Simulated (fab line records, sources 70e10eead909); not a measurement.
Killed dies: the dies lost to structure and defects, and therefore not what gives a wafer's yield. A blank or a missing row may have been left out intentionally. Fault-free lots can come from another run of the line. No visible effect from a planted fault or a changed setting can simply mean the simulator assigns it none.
Chamber matching -- flow nand-harc -- 4 sister chambers for NHARC_P_M2_DESCUM_14 on rie-diel-03
The step chemistry O2, time 3 s. 33 wafers are shown with their chamber, then 12 later ones without.

== WAFERS PAIRED WITH THEIR CHAMBERS ==
wafer,chamber,showerhead-plenum-p-Torr (Torr),drypump-motor-current-A (A),oes-product-au (a.u.)
L075.1,1,1.91,5.4,1.006
L075.2,3,1.84,6.8,1.018
L075.3,0,1.80,4.8,1.019
L079.2,3,1.84,6.8,0.999
L079.3,0,1.80,4.8,1.013
L079.6,1,1.91,5.4,0.999
L078.3,2,1.92,6.0,0.996
L078.4,0,1.80,4.8,1.002
L078.6,2,1.92,6.0,1.005
L081.3,1,1.91,5.4,0.992
L081.4,0,1.80,4.8,0.999
L081.6,2,1.92,6.0,0.995
L080.2,2,1.92,6.0,1.003
L080.3,0,1.80,4.8,1.006
L080.4,1,1.91,5.4,0.998
L082.1,0,1.80,4.7,1.002
L082.2,1,1.91,5.4,0.995
L082.5,0,1.80,4.8,1.002
L083.1,2,1.92,6.0,0.997
L083.2,3,1.84,6.8,1.010
L083.5,2,1.91,6.0,1.007
L090.1,2,1.91,6.0,0.996
L090.3,3,1.84,6.8,1.019
L090.5,2,1.91,6.0,0.994
L092.1,1,1.91,5.4,1.002
L092.3,3,1.84,6.9,1.019
L092.4,2,1.91,6.0,0.991
L091.4,2,1.91,6.0,0.981
L091.5,3,1.84,6.9,1.008
L091.6,2,1.91,6.0,0.986
L094.1,3,1.84,6.8,1.029
L094.3,2,1.91,6.0,0.989
L094.6,3,1.84,6.9,1.020

SIGNATURES, as means of the wafers listed above
reading,chamber 0,chamber 1,chamber 2,chamber 3,scatter within a chamber
showerhead-plenum-p-Torr,1.8000,1.9100,1.9142,1.8400,0.00317
drypump-motor-current-A,4.786,5.400,6.000,6.838,0.0307
oes-product-au,1.00614,0.99867,0.99500,1.01525,0.0076
Rule: a wafer's distance from a chamber is the root of the sum, over the readings, of the square of ((its reading less the chamber's mean) divided by the reading's scatter). The wafer belongs to the nearest chamber; if the next one is less than 2 further off, it can't be placed. How the scatter is found: for the shown wafers, subtract from each reading the mean of its chamber, square and add these, divide the total by (wafers less chambers), then take the root.

== WAFERS WITHOUT THEIR CHAMBER ==
wafer,showerhead-plenum-p-Torr (Torr),drypump-motor-current-A (A),oes-product-au (a.u.)
L093.1,1.91,6.0,0.983
L093.3,1.84,6.9,1.015
L093.4,1.91,6.0,0.989
L095.3,1.91,6.0,0.997
L095.5,1.91,5.4,1.004
L095.6,1.80,4.8,1.000
L096.1,1.91,5.4,0.999
L096.2,1.84,6.9,1.023
L096.3,1.91,6.0,0.996
L097.1,1.84,6.9,1.016
L097.3,1.91,5.4,0.999
L097.4,1.91,6.0,0.990

== THE CHAMBER EACH PASSED THROUGH ==
wafer,from the rows above,in truth
L093.1,2,2
L093.3,3,3
L093.4,2,2
L095.3,2,2
L095.5,1,1
L095.6,0,0
L096.1,1,1
L096.2,3,3
L096.3,2,2
L097.1,3,3
L097.3,1,1
L097.4,2,2
12 of 12 placed correctly. Number that these rows cannot place: 0. Placed wrongly: 0.
